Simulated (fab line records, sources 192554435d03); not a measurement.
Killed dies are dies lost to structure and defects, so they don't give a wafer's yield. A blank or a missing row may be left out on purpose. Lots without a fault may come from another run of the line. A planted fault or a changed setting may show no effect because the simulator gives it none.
Split-lot experiment | flow n5_finfet | 7 lots, 21 wafers read, on a route of 1938 steps

THE SPLIT
At N5_BEOL_M13_EXPOSE_07 (exposes mask V12), the setting dose_mj was moved away from the recipe's 24.8 on 7 of the 21 wafers read, by -7.4% to +4.4%. The other wafers ran this setting at the recipe's value.

FROM THE SPLIT TO THE READING: what the file shows between them, 3 steps
- N5_BEOL_M13_PEB_08: peb time 90 s
- N5_BEOL_M13_DEVELOP_09: develop time 45 s
- N5_BEOL_M13_HARDBAKE_14: time 120 s

THE READING
cd_nm, in nm, at N5_BEOL_M13_CD_MEAS_10 (target cd 190 nm). Fault-free wafers of this fab line usually give 188.5 nm, standard deviation 1.5 nm.

wafer  | tool, chamber at the split | dose_mj as run | against the recipe | cd_nm, nm | against lot-mates on the recipe
L077.2 | krf_scanner-01, 0          | 22.96          | -7.4%              | 183.0     | -5.6
L077.3 | krf_scanner-01, 0          | 24.8           | recipe             | 188.7     | -
L077.4 | krf_scanner-01, 0          | 24.8           | recipe             | 188.6     | -
L079.2 | krf_scanner-01, 0          | 24.8           | recipe             | 186.3     | -
L079.5 | krf_scanner-01, 0          | 24.8           | recipe             | 189.9     | -
L079.6 | krf_scanner-01, 0          | 24.8           | recipe             | 190.1     | -
L078.1 | krf_scanner-02, 0          | 24.8           | recipe             | 186.9     | -
L078.2 | krf_scanner-02, 0          | 24.8           | recipe             | 188.7     | -
L078.6 | krf_scanner-02, 0          | 24.8           | recipe             | 187.4     | -
L080.3 | krf_scanner-02, 0          | 25.31          | +2.1%              | 188.1     | +2.2
L080.4 | krf_scanner-02, 0          | 25.31          | +2.1%              | 189.4     | +3.5
L080.5 | krf_scanner-02, 0          | 24.8           | recipe             | 185.9     | -
L083.2 | krf_scanner-02, 0          | 25.88          | +4.4%              | 193.8     | +4.4
L083.3 | krf_scanner-02, 0          | 24.8           | recipe             | 189.4     | -
L083.5 | krf_scanner-02, 0          | 25.88          | +4.4%              | 192.8     | +3.4
L084.1 | krf_scanner-01, 0          | 24.8           | recipe             | 187.4     | -
L084.2 | krf_scanner-01, 0          | 23.35          | -5.8%              | 179.9     | -7.2
L084.4 | krf_scanner-01, 0          | 24.8           | recipe             | 186.8     | -
L085.2 | krf_scanner-01, 0          | 25.45          | +2.6%              | 190.0     | +3.4
L085.5 | krf_scanner-01, 0          | 24.8           | recipe             | 187.1     | -
L085.6 | krf_scanner-01, 0          | 24.8           | recipe             | 186.2     | -

THE FIT
A straight line over all 21 wafers: cd_nm changes by +0.978 nm for each +1% of dose_mj; r = +0.87; the points scatter about the line by 1.5 nm.
The same after taking each lot's own level away (the mean of its wafers on the recipe; 21 wafers): +0.971 nm for each +1%; r = +0.93; scatter 1 nm.
On that fit, the largest move of dose_mj shifts the reading by 7.2 nm.
The lots' own levels span 185.90 to 189.40 nm, that is 2.3 times the standard deviation above.
So the lot-to-lot level changes the slope little: the two slopes agree.
Check: with one of the wafers moved furthest among these (-7.4%) left out of the fit, the line predicts -8.28 nm for it against its lot-mates. It came out at -5.65 nm against them.

OTHER SPLITS ON THESE WAFERS
These wafers also went through other splits before the reading. Each is held against what the fit with the lots' levels taken away leaves over:
other split on the same wafers     | wafers away from the commonest value | r with cd_nm (lot level and that fit taken away)
N5_BEOL_M9_DESCUM_16 time_s        | 6                                    | -0.20
N5_BEOL_M9_TRENCH_ETCH_37 source_w | 5                                    | +0.09
N5_BEOL_M11_PECVD_70 temp_c        | 3                                    | -0.02
N5_BEOL_M11_EXPOSE_08 dose_mj      | 7                                    | +0.04

THE FILE'S OWN FIT
cd_nm changes by +0.967 nm for each +1% of dose_mj, r = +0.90.
